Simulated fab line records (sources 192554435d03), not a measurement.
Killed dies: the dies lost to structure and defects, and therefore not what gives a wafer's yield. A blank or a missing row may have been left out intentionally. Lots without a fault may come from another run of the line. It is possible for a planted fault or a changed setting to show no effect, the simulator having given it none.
fab line records	flow n5-finfet
record: lots: 7	wafers: 21
route steps=1938 shown BEOL_M8@1344 BEOL_M9@1446 BEOL_M11@1539
start-h: hours from the record's opening day to when the first of the lot's shown wafers began	wait-h: how many hours have passed since the lot's step before this one	" the same as in the row above	L1.1+2: a single row standing in for several wafers	- value missing, or start not given	* or withheld: withheld	< > ~ a bound
route shown NAME@n: a module of which the file shows steps, and the number in the route of the first	usual: mean/standard deviation of fault-free wafers	same: alike in all rows	chamber/n: place in a boat	sites: the reading at each site	_std_site: standard deviation across them	_edge_site: outer sites' mean less inner sites'	radius-mm: how far each site lies from the wafer's centre	mask NAME#n: copy n	behind: the last tool/chamber to shape the wafer	hold: what put the lot on hold/how long, in hours/how the hold closed	device: which transistor (n, p or np) failed to switch	end of line: tests of these same wafers at the route's end	a step without rows: its recipe alone	killed: count of dies lost to structure and defects at first sort (not the wafer's yield)	map: a wafer's dies, marking killed ones x, the rest . and places with no die _
set.NAME: the run value of the setting; set.NAME@STEP: its run value at that earlier step	model.NAME: the simulator's own value behind a step, which no gauge read
lots whose settings were changed on purpose; a table a step, a row a wafer
== steps ==
step: N5_BEOL_M8_DEVELOP_10
recipe: develop-time-s: 30	developer: TMAH	resist: CAR-ArF	rinse-liquid: diw	dry: air-spin	dev-temp-c: 23
lot.wafer	tool	chamber	start-h	wait-h	set.develop-time-s
L081.1	litho-track-01	0	-	-	30
L081.3+4	"	0	"	"	35.52
L080.2+6	litho-track-01	0	-	-	25.98
L080.4	"	0	"	"	30
L082.2	litho-track-01	0	-	-	25.47
L082.3+5	"	0	"	"	30
L088.1+3+5	litho-track-01	0	-	-	30
L091.2	litho-track-04	0	-	-	30
L091.3+4	"	0	"	"	24.25
L094.1+3	litho-track-02	0	-	-	34.62
L094.5	"	0	"	"	30
L097.3+4	litho-track-04	0	-	-	30
L097.6	"	0	"	"	33.46
step: N5_BEOL_M8_CD_MEAS_11
recipe: target-cd-nm: 38.5	landing-energy-ev: 500	detector: se-inlens	polarity: opening
usual: cd-nm: 38.9/0.64
lot.wafer	tool	chamber	start-h	wait-h	set.peb-time-s@BEOL_M8_PEB_09	cd-nm
L081.1	cd-sem-03	0	235.32	-	60	39.6
L081.3	"	0	"	"	60	39.2
L081.4	"	0	"	"	60	39.8
L080.2	cd-sem-03	0	236.55	-	60	38.9
L080.4	"	0	"	"	52.84	36.3
L080.6	"	0	"	"	60	39.5
L082.2	cd-sem-02	0	253.12	-	60	38.2
L082.3	"	0	"	"	68.13	42.4
L082.5	"	0	"	"	60	40.1
L088.1	cd-sem-02	0	284.40	-	60	39.2
L088.3	"	0	"	"	60	40.1
L088.5	"	0	"	"	60	38.9
L091.2	cd-sem-01	0	292.92	-	65.3	39.3
L091.3	"	0	"	"	60	37.9
L091.4	"	0	"	"	65.3	40.1
L094.1	cd-sem-02	0	326.09	-	60	39.3
L094.3	"	0	"	"	60	39.5
L094.5	"	0	"	"	60	38.7
L097.3	cd-sem-01	0	330.66	-	67.34	40.7
L097.4	"	0	"	"	60	39.1
L097.6	"	0	"	"	67.34	41.9
step: N5_BEOL_M8_DESCUM_16
recipe: chemistry: O2	time-s: 7.9	source-power-w: 50	bias-power-w: 20	pressure-mtorr: 20	rf-frequency-hz: 2.712e+07	temp-c: 40	resist: CAR-ArF	o2-flow-sccm: 225
step: N5_BEOL_M8_ETCH_61
recipe: chemistry: CF4	target: SiARC	target-depth-a: 455	mask-material: CAR-ArF	time-s: 75.8	ion-energy-ev: 80	pressure-mtorr: 40	source-w: 545	bias-w: 36	Ar_flow_sccm: 100	cf4-flow-sccm: 100	ends: cleared
lot.wafer	tool	chamber	start-h	wait-h	set.peb-time-s@BEOL_M8_PEB_09	model.BEOL_M8.cd-offset-nm
L081.1	rie-diel-05	1	235.77	0.0	60	1.4
L081.3	"	0	"	"	60	0.2
L081.4	"	3	"	"	60	1.6
L080.2	rie-diel-04	0	236.71	0.0	60	0.2
L080.4	"	0	"	"	52.84	-2.6
L080.6	"	2	"	"	60	1
L082.2	rie-diel-06	1	253.25	0.0	60	-0.2
L082.3	"	0	"	"	68.13	3.4
L082.5	"	0	"	"	60	1
L088.1	rie-diel-05	1	284.69	0.0	60	0.8
L088.3	"	0	"	"	60	1.4
L088.5	"	2	"	"	60	0.2
L091.2	rie-diel-06	1	293.04	0.0	65.3	0.8
L091.3	"	3	"	"	60	-1.2
L091.4	"	2	"	"	65.3	1.2
L094.1	rie-diel-06	2	326.22	0.0	60	0.4
L094.3	"	1	"	"	60	1
L094.5	"	2	"	"	60	0
L097.3	rie-diel-04	1	331.28	0.0	67.34	2.8
L097.4	"	3	"	"	60	0.4
L097.6	"	2	"	"	67.34	3.4
step: N5_BEOL_M8_ETCH_62
recipe: chemistry: N2/H2	target: SOC	target-depth-a: 1100	overetch-a: 220	mask-material: SiARC	temp-c: 40	time-s: 165	ion-energy-ev: 200	pressure-mtorr: 30	source-w: 840	bias-w: 150	n2-flow-sccm: 200	h2-flow-sccm: 200
lot.wafer	tool	chamber	start-h	wait-h	set.peb-time-s@BEOL_M8_PEB_09	model.BEOL_M8.cd-offset-nm
L081.1	rie-diel-05	1	235.83	0.0	60	1.6
L081.3	"	0	"	"	60	0
L081.4	"	3	"	"	60	1.2
L080.2	rie-diel-04	0	236.76	0.0	60	0.2
L080.4	"	0	"	"	52.84	-2.8
L080.6	"	2	"	"	60	1.2
L082.2	rie-diel-06	1	253.30	0.0	60	0
L082.3	"	0	"	"	68.13	3.6
L082.5	"	0	"	"	60	1.2
L088.1	rie-diel-05	1	284.74	0.0	60	1.2
L088.3	"	0	"	"	60	1.4
L088.5	"	2	"	"	60	0.6
L091.2	rie-diel-06	1	293.09	0.0	65.3	1.2
L091.3	"	3	"	"	60	-1.2
L091.4	"	2	"	"	65.3	1.8
L094.1	rie-diel-06	2	326.27	0.0	60	0.8
L094.3	"	1	"	"	60	1.4
L094.5	"	2	"	"	60	0.4
L097.3	rie-diel-04	1	331.34	0.0	67.34	2.4
L097.4	"	3	"	"	60	0.4
L097.6	"	2	"	"	67.34	3.6
step: N5_BEOL_M8_STRIP_68
recipe: chemistry: N2/H2	temp-c: 40	n2-flow-sccm: 200	h2-flow-sccm: 200	rf-frequency-hz: 6e+07
step: N5_BEOL_M8_STRIP_67
recipe: chemistry: CF4	resist: SiARC	power-w: 300	bias-power-w: 75	pressure-mtorr: 50	cf4-flow-sccm: 150	rf-frequency-hz: 6e+07
step: N5_BEOL_M8_HM_OPEN_17
recipe: chemistry: Cl2/BCl3	target-depth-a: 200	overetch-a: 60	target: TiN	mask-material: SOC	ion-energy-ev: 150	pressure-mtorr: 10	icp-w: 1000	bias-w: 126	Cl2_flow_sccm: 53.25	bcl3-flow-sccm: 21.75	Ar_flow_sccm: 25
step: N5_BEOL_M8_STRIP_19
recipe: chemistry: O2	power-w: 400	temp-c: 40	pressure-mtorr: 30	rf-frequency-hz: 6e+07	bias-power-w: 0	overash-fraction: 0.2	o2-flow-sccm: 225
step: N5_BEOL_M8_CD_MEAS_18
recipe: pitch-nm: 80	target-cd-nm: 40
usual: cd-nm: 40.4/0.74
lot.wafer	tool	chamber	start-h	wait-h	set.peb-time-s@BEOL_M8_PEB_09	cd-nm
L081.1	cd-sem-01	-	236.20	0.0	60	41.4
L081.3	"	-	"	"	60	39.9
L081.4	"	-	"	"	60	40.9
L080.2	cd-sem-02	-	237.30	0.1	60	40.2
L080.4	"	-	"	"	52.84	37.0
L080.6	"	-	"	"	60	41.1
L082.2	cd-sem-02	-	253.73	0.1	60	39.7
L082.3	"	-	"	"	68.13	44.0
L082.5	"	-	"	"	60	41.2
L088.1	cd-sem-03	-	285.20	0.0	60	41.2
L088.3	"	-	"	"	60	41.0
L088.5	"	-	"	"	60	40.5
L091.2	cd-sem-01	-	293.55	0.1	65.3	40.8
L091.3	"	-	"	"	60	38.8
L091.4	"	-	"	"	65.3	41.4
L094.1	cd-sem-01	-	326.64	0.0	60	40.5
L094.3	"	-	"	"	60	41.2
L094.5	"	-	"	"	60	40.5
L097.3	cd-sem-01	-	331.93	0.1	67.34	42.3
L097.4	"	-	"	"	60	40.3
L097.6	"	-	"	"	67.34	43.8
step: N5_BEOL_M8_COAT_63
recipe: resist: SOC	temp-c: 250	time-s: 60	spin-rpm: 1500	resist-thk-nm: 60
step: N5_BEOL_M8_COAT_64
recipe: resist: SiARC	temp-c: 220	time-s: 60	spin-rpm: 1500	resist-thk-nm: 12
step: N5_BEOL_M8_PRECLEAN_42
recipe: chemistry: residue-remover	time-s: 60	temp-c: 40
step: N5_BEOL_M8_SRD_43
recipe: time-s: 30	temp-c: 23	rinse-liquid: diw	dry: ipa-marangoni
step: N5_BEOL_M8_CD_MEAS_35
recipe: target-cd-nm: 40	polarity: opening
usual: cd-nm: 40.4/0.72
lot.wafer	tool	chamber	start-h	wait-h	set.peb-time-s@BEOL_M8_PEB_09	cd-nm
L081.1	cd-sem-03	-	237.60	0.0	60	41.8
L081.3	"	-	"	"	60	40.0
L081.4	"	-	"	"	60	41.5
L080.2	cd-sem-03	-	241.74	0.0	60	39.8
L080.4	"	-	"	"	52.84	36.7
L080.6	"	-	"	"	60	41.2
L082.2	cd-sem-03	-	255.41	0.0	60	40.1
L082.3	"	-	"	"	68.13	43.6
L082.5	"	-	"	"	60	41.3
L088.1	cd-sem-02	-	287.27	0.0	60	41.3
L088.3	"	-	"	"	60	41.4
L088.5	"	-	"	"	60	40.7
L091.2	cd-sem-03	-	295.05	0.0	65.3	40.9
L091.3	"	-	"	"	60	38.8
L091.4	"	-	"	"	65.3	42.0
L094.1	cd-sem-01	-	329.44	0.0	60	40.6
L094.3	"	-	"	"	60	41.7
L094.5	"	-	"	"	60	40.6
L097.3	cd-sem-03	-	334.85	0.0	67.34	42.2
L097.4	"	-	"	"	60	40.4
L097.6	"	-	"	"	67.34	43.9
step: N5_BEOL_M9_TRENCH_ETCH_37
recipe: chemistry: C4F6/O2	target-depth-a: 1514.3	target: SiCOH_lowk	time-s: 49	ion-energy-ev: 250	pressure-mtorr: 30	source-w: 345	bias-w: 185	Ar_flow_sccm: 300	C4F6_flow_sccm: 10	O2_flow_sccm: 10
lot.wafer	tool	chamber	start-h	wait-h	set.time-s	model.etch.depth-nm	model.BEOL_M9.feature-depth-nm
L081.1	rie-diel-03	2	-	-	56.2	174.8	174.8
L081.3	"	1	"	"	49	148.5	148.6
L081.4	"	0	"	"	56.2	167.2	167.2
L080.2	rie-diel-03	1	-	-	49	148.1	148
L080.4	"	0	"	"	42.26	124.9	125
L080.6	"	1	"	"	42.26	128	128
L082.2	rie-diel-02	2	-	-	49	151.3	151.2
L082.3	"	1	"	"	57.29	172	172
L082.5	"	2	"	"	57.29	178.2	178.2
L088.1	rie-diel-03	1	-	-	49	148.5	148.6
L088.3	"	3	"	"	49	145.2	145.2
L088.5	"	3	"	"	49	146.1	146
L091.2	rie-diel-02	0	-	-	42.42	139.2	139.2
L091.3	"	1	"	"	42.42	125.8	125.8
L091.4	"	3	"	"	49	153.7	153.6
L094.1	rie-diel-03	2	-	-	49	150.1	150.2
L094.3	"	1	"	"	49	147.8	147.8
L094.5	"	0	"	"	49	145.9	146
L097.3	rie-diel-01	1	-	-	57.87	179.1	179
L097.4	"	0	"	"	57.87	179.4	179.4
L097.6	"	0	"	"	57.87	180.5	180.6
step: N5_BEOL_M9_ETCH_41
recipe: chemistry: CH3F/O2	target: SiCN	target-depth-a: 366	taper-deg: 2	time-s: 70.1	ion-energy-ev: 120	mask-material: TiN	pressure-mtorr: 30	source-w: 395	bias-w: 75	Ar_flow_sccm: 150	CH3F_flow_sccm: 30	O2_flow_sccm: 20
step: N5_BEOL_M9_STRIP_80
recipe: chemistry: N2/H2	time-s: 10	power-w: 450	temp-c: 40	pressure-mtorr: 20	rf-frequency-hz: 6e+07	bias-power-w: 7	n2-flow-sccm: 200	h2-flow-sccm: 200
step: N5_BEOL_M9_OCD_MEAS_38
usual: trench-depth-nm: 150/4.1
lot.wafer	tool	chamber	start-h	wait-h	set.time-s@BEOL_M9_TRENCH_ETCH_37	trench-depth-nm
L081.1	ocd-01	-	246.48	-	56.2	175
L081.3	"	-	"	"	49	149
L081.4	"	-	"	"	56.2	167
L080.2	ocd-01	-	250.36	-	49	149
L080.4	"	-	"	"	42.26	125
L080.6	"	-	"	"	42.26	128
L082.2	ocd-01	-	264.95	-	49	151
L082.3	"	-	"	"	57.29	172
L082.5	"	-	"	"	57.29	178
L088.1	ocd-01	-	294.88	-	49	149
L088.3	"	-	"	"	49	146
L088.5	"	-	"	"	49	146
L091.2	ocd-02	-	306.29	-	42.42	139
L091.3	"	-	"	"	42.42	126
L091.4	"	-	"	"	49	154
L094.1	ocd-02	-	336.60	-	49	150
L094.3	"	-	"	"	49	148
L094.5	"	-	"	"	49	146
L097.3	ocd-01	-	342.44	-	57.87	179
L097.4	"	-	"	"	57.87	179
L097.6	"	-	"	"	57.87	180
step: N5_BEOL_M9_HM_STRIP_39
recipe: chemistry: peroxide-tin-strip	material: TiN	target-depth-a: 250	temp-c: 50	time-s: 158
step: N5_BEOL_M9_SRD_40
recipe: time-s: 30	temp-c: 23	rinse-liquid: diw	dry: ipa-marangoni
step: N5_BEOL_M9_ECD_50
recipe: material: Cu	target-thk-a: 3180
step: N5_BEOL_M9_ANNEAL_51
recipe: temp-c: 225	time-s: 90	ambient: N2
step: N5_BEOL_M9_CMP_52
recipe: stop-on: SiCOH_lowk	t-overpolish-s: 7	down-force-psi: 1	platen-rpm: 50	clearing-platen-down-force-psi: 1.5	clearing-platen-rpm: 50	post-cmp-clean: cu-alkaline	target-thk-nm: 140	clearing-platen-pad-velocity-m-s: 0.99484	pad-velocity-m-s: 0.99484
lot.wafer	tool	chamber	start-h	wait-h	set.time-s@BEOL_M9_TRENCH_ETCH_37	model.Cu_of_BEOL_M9_ECD_50.thk-nm
L081.4	cmp-01	3	248.54	0.1	56.2	156.2
L081.1	"	0	"	"	56.2	162.8
L081.3	"	1	"	"	49	139.4
L080.2	cmp-03	3	252.57	0.2	49	138.2
L080.4	"	0	"	"	42.26	112.2
L080.6	"	0	"	"	42.26	115.8
L082.3	cmp-02	1	268.70	0.2	57.29	163.2
L082.2	"	0	"	"	49	138
L082.5	"	2	"	"	57.29	167.2
L088.3	cmp-01	0	298.65	0.2	49	134.8
L088.1	"	2	"	"	49	136.2
L088.5	"	0	"	"	49	133.8
L091.3	cmp-03	2	309.12	0.2	42.42	113.8
L091.4	"	3	"	"	49	141.8
L091.2	"	1	"	"	42.42	128.4
L094.1	cmp-02	3	339.01	0.5	49	138
L094.3	"	0	"	"	49	134.2
L094.5	"	3	"	"	49	133.4
L097.4	cmp-01	0	345.27	0.2	57.87	166.8
L097.3	"	2	"	"	57.87	165.6
L097.6	"	3	"	"	57.87	168.8
step: N5_BEOL_M9_THK_MEAS_53
recipe: thk-meas-gauge: xrf	reads: Cu_of_BEOL_M9_ECD_50
usual: M9_THK: 139/4.4
lot.wafer	tool	chamber	start-h	wait-h	set.time-s@BEOL_M9_TRENCH_ETCH_37	M9_THK[nm]
L081.1	film-metro-02	-	248.84	-	56.2	164
L081.3	"	-	"	"	49	141
L081.4	"	-	"	"	56.2	158
L080.2	film-metro-02	-	252.86	-	49	139
L080.4	"	-	"	"	42.26	113
L080.6	"	-	"	"	42.26	116
L082.2	film-metro-02	-	268.99	-	49	139
L082.3	"	-	"	"	57.29	164
L082.5	"	-	"	"	57.29	167
L088.1	film-metro-02	-	298.94	-	49	136
L088.3	"	-	"	"	49	134
L088.5	"	-	"	"	49	134
L091.2	film-metro-02	-	309.41	-	42.42	128
L091.3	"	-	"	"	42.42	113
L091.4	"	-	"	"	49	141
L094.1	film-metro-01	-	339.27	-	49	140
L094.3	"	-	"	"	49	135
L094.5	"	-	"	"	49	135
L097.3	film-metro-01	-	345.52	-	57.87	166
L097.4	"	-	"	"	57.87	168
L097.6	"	-	"	"	57.87	170
step: N5_BEOL_M9_PRE_CLEAN_55
recipe: gas: NH3	time-s: 15	temp-c: withheld	rf-power-w: 300
step: N5_BEOL_M9_DEP_56
recipe: material: SiCN	target-thk-a: 150	temp-c: withheld	precursor: 3MS/NH3	pressure-torr: 3	rf-w: 202	time-s: 26.5
step: N5_BEOL_M9_RS_MEAS_57
recipe: thk-meas-gauge: four-point-probe	reads: Cu_of_BEOL_M9_ECD_50+Co_of_BEOL_M9_CVD_78+TaN_of_BEOL_M9_ALD_74
usual: M9_RS: 0.153/0.0054
lot.wafer	tool	chamber	start-h	wait-h	set.time-s@BEOL_M9_TRENCH_ETCH_37	M9_RS[ohm/sq]
L081.1	film-metro-02	-	248.97	0.1	56.2	0.128
L081.3	"	-	"	"	49	0.151
L081.4	"	-	"	"	56.2	0.133
L080.2	film-metro-02	-	253.00	0.1	49	0.153
L080.4	"	-	"	"	42.26	0.193
L080.6	"	-	"	"	42.26	0.186
L082.2	film-metro-01	-	269.13	0.1	49	0.153
L082.3	"	-	"	"	57.29	0.127
L082.5	"	-	"	"	57.29	0.124
L088.1	film-metro-01	-	299.21	0.1	49	0.155
L088.3	"	-	"	"	49	0.157
L088.5	"	-	"	"	49	0.158
L091.2	film-metro-01	-	309.58	0.1	42.42	0.166
L091.3	"	-	"	"	42.42	0.190
L091.4	"	-	"	"	49	0.148
L094.1	film-metro-02	-	339.40	0.1	49	0.153
L094.3	"	-	"	"	49	0.158
L094.5	"	-	"	"	49	0.159
L097.3	film-metro-01	-	345.66	0.1	57.87	0.125
L097.4	"	-	"	"	57.87	0.124
L097.6	"	-	"	"	57.87	0.122
step: N5_BEOL_M11_PECVD_70
recipe: material: SiO2	target-thk-a: 200	temp-c: 400	precursor: TEOS/O2	pressure-torr: 5.5	rf-w: 450	teos-flow-sccm: 53.8	gas: O2	flow-sccm: 3000	time-s: 22.7
lot.wafer	tool	chamber	start-h	wait-h	set.temp-c	model.SiO2_of_BEOL_M11_PECVD_70.thk-nm
L081.1	pecvd-01	0	255.73	0.0	400	20.4
L081.3	"	2	"	"	400	19.4
L081.4	"	0	"	"	400	20.6
L080.2	pecvd-04	0	262.05	0.0	391.2	21
L080.4	"	0	"	"	391.2	21.6
L080.6	"	1	"	"	400	20.2
L082.2	pecvd-02	2	278.01	0.0	400	19.8
L082.3	"	1	"	"	400	20
L082.5	"	2	"	"	406.1	19.4
L088.1	pecvd-02	2	308.45	0.0	400	20.2
L088.3+5	"	0,1	"	"	400	20.4
L091.2	pecvd-02	2	319.31	0.0	400	20.2
L091.3	"	0	"	"	414.3	18.6
L091.4	"	1	"	"	414.3	18.2
L094.1+3	pecvd-02	2,1	348.93	0.0	400	19.8
L094.5	"	2	"	"	400	20.2
L097.3	pecvd-02	0	354.36	0.0	400	20.4
L097.4	"	1	"	"	410.8	19
L097.6	"	2	"	"	400	20.6
step: N5_BEOL_M11_COAT_59
recipe: resist: SOC	temp-c: 250	time-s: 60	spin-rpm: 1500	resist-thk-nm: 100
lot.wafer	tool	chamber	start-h	wait-h	set.spin-rpm	model.SOC_of_BEOL_M11_COAT_59.thk-nm
L081.1	litho-track-01	0	256.53	0.1	1399	104
L081.3	"	0	"	"	1500	100.2
L081.4	"	0	"	"	1399	104.2
L080.2+6	litho-track-03	0	265.29	0.1	1500	99.8
L080.4	"	0	"	"	1500	100
L082.2+5	litho-track-01	0	279.70	0.1	1500	100.2
L082.3	"	0	"	"	1427	102.6
L088.1+3	litho-track-03	0	309.07	0.1	1500	99.6
L088.5	"	0	"	"	1500	99.2
L091.2+3+4	litho-track-01	0	320.13	0.1	1500	100.2
L094.1	litho-track-02	0	349.86	0.1	1500	100
L094.3	"	0	"	"	1500	100.2
L094.5	"	0	"	"	1635	95.8
L097.3	litho-track-01	0	357.61	0.1	1345	105.8
L097.4	"	0	"	"	1345	105.6
L097.6	"	0	"	"	1500	100.6
step: N5_BEOL_M11_COAT_60
recipe: resist: SiARC	temp-c: 220	time-s: 60	spin-rpm: 1500	resist-thk-nm: 30
step: N5_BEOL_M11_COAT_05
recipe: resist: CAR-ArF	spin-rpm: 1500	resist-thk-nm: 90
step: N5_BEOL_M11_DESCUM_16
recipe: chemistry: O2	time-s: 7.9	source-power-w: 50	bias-power-w: 20	pressure-mtorr: 20	rf-frequency-hz: 2.712e+07	temp-c: 40	resist: CAR-ArF	o2-flow-sccm: 225
step: N5_BEOL_M11_ETCH_61
recipe: chemistry: CF4	target: SiARC	target-depth-a: 390	mask-material: CAR-ArF	time-s: 65	ion-energy-ev: 80	pressure-mtorr: 40	source-w: 545	bias-w: 36	Ar_flow_sccm: 100	cf4-flow-sccm: 100	ends: cleared
step: N5_BEOL_M11_ETCH_62
recipe: chemistry: N2/H2	target: SOC	target-depth-a: 1100	overetch-a: 220	mask-material: SiARC	temp-c: 40	time-s: 165	ion-energy-ev: 200	pressure-mtorr: 30	source-w: 840	bias-w: 150	n2-flow-sccm: 200	h2-flow-sccm: 200
lot.wafer	tool	chamber	start-h	wait-h	set.spin-rpm@BEOL_M11_COAT_59	model.etch.depth-nm
L081.1	rie-diel-01	1	257.11	0.0	1399	104.1
L081.3	"	0	"	"	1500	100.2
L081.4	"	2	"	"	1399	104.2
L080.2	rie-diel-03	2	265.70	0.0	1500	99.9
L080.4	"	1	"	"	1500	100.1
L080.6	"	2	"	"	1500	99.8
L082.2+5	rie-diel-03	0,2	280.24	0.0	1500	100.2
L082.3	"	2	"	"	1427	102.6
L088.1	rie-diel-02	1	309.49	0.0	1500	99.5
L088.3	"	0	"	"	1500	99.64
L088.5	"	3	"	"	1500	99.22
L091.2+3	rie-diel-01	0,3	320.67	0.0	1500	100.2
L091.4	"	2	"	"	1500	100.3
L094.1	rie-diel-02	2	350.46	0.0	1500	100.1
L094.3	"	1	"	"	1500	100.2
L094.5	"	1	"	"	1635	95.88
L097.3	rie-diel-01	3	358.02	0.0	1345	105.8
L097.4	"	1	"	"	1345	105.7
L097.6	"	1	"	"	1500	100.5
step: N5_BEOL_M11_STRIP_68
recipe: chemistry: N2/H2	temp-c: 40	n2-flow-sccm: 200	h2-flow-sccm: 200	rf-frequency-hz: 6e+07
step: N5_BEOL_M11_STRIP_67
recipe: chemistry: CF4	resist: SiARC	power-w: 300	bias-power-w: 75	pressure-mtorr: 50	cf4-flow-sccm: 150	rf-frequency-hz: 6e+07
step: N5_BEOL_M11_HM_OPEN_17
recipe: chemistry: Cl2/BCl3	target-depth-a: 200	overetch-a: 60	target: TiN	mask-material: SOC	ion-energy-ev: 150	pressure-mtorr: 10	icp-w: 1000	bias-w: 126	Cl2_flow_sccm: 53.25	bcl3-flow-sccm: 21.75	Ar_flow_sccm: 25
lot.wafer	tool	chamber	start-h	wait-h	set.spin-rpm@BEOL_M11_COAT_59	model.SOC_of_BEOL_M11_COAT_59.thk-nm
L081.1	rie-metal-02	1	257.30	0.0	1399	96.6
L081.3	"	1	"	"	1500	92.8
L081.4	"	0	"	"	1399	96.4
L080.2	rie-metal-03	0	265.89	0.0	1500	92.2
L080.4+6	"	1,0	"	"	1500	92
L082.2	rie-metal-03	0	280.46	0.1	1500	92.4
L082.3	"	0	"	"	1427	94.8
L082.5	"	0	"	"	1500	92.6
L088.1+3	rie-metal-02	0	309.68	0.0	1500	92
L088.5	"	0	"	"	1500	91.4
L091.2+3+4	rie-metal-03	0,1,0	320.86	0.0	1500	92.4
L094.1	rie-metal-03	1	350.65	0.0	1500	92.2
L094.3	"	1	"	"	1500	92.4
L094.5	"	0	"	"	1635	88.2
L097.3	rie-metal-02	1	358.24	0.1	1345	98.4
L097.4	"	0	"	"	1345	98
L097.6	"	0	"	"	1500	93
== key ==
split: step: N5_BEOL_M8_DEVELOP_10	setting: develop-time-s	stated: 30	by: wafer
response none clear
split: step: N5_BEOL_M9_TRENCH_ETCH_37	setting: time-s	stated: 49	by: wafer
response: step: N5_BEOL_M9_TRENCH_ETCH_37	reading: model.etch.depth-nm	change: +1.51	per: 1%	r: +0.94
response: step: N5_BEOL_M9_TRENCH_ETCH_37	reading: model.BEOL_M9.feature-depth-nm	change: +1.51	per: 1%	r: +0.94
response: step: N5_BEOL_M9_OCD_MEAS_38	reading: trench-depth-nm	change: +1.51	per: 1%	r: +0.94
response: step: N5_BEOL_M9_CMP_52	reading: model.Cu_of_BEOL_M9_ECD_50.thk-nm	change: +1.57	per: 1%	r: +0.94
response: step: N5_BEOL_M9_THK_MEAS_53	reading: M9_THK	change: +1.58	per: 1%	r: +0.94
response: step: N5_BEOL_M9_RS_MEAS_57	reading: M9_RS	change: -0.00191	per: 1%	r: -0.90
split: step: N5_BEOL_M11_PECVD_70	setting: temp-c	stated: 400	by: wafer
response: step: N5_BEOL_M11_PECVD_70	reading: model.SiO2_of_BEOL_M11_PECVD_70.thk-nm	change: -0.502	per: 1%	r: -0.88
split: step: N5_BEOL_M11_COAT_59	setting: spin-rpm	stated: 1500	by: wafer
response: step: N5_BEOL_M11_COAT_59	reading: model.SOC_of_BEOL_M11_COAT_59.thk-nm	change: -0.504	per: 1%	r: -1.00
response: step: N5_BEOL_M11_ETCH_62	reading: model.etch.depth-nm	change: -0.507	per: 1%	r: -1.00
response: step: N5_BEOL_M11_HM_OPEN_17	reading: model.SOC_of_BEOL_M11_COAT_59.thk-nm	change: -0.494	per: 1%	r: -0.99
split outside-this-file step=N5_BEOL_M8_PEB_09 setting=peb-time-s
split outside-this-file: this setting was split too, and the file shows its column; the key of that split is in another file
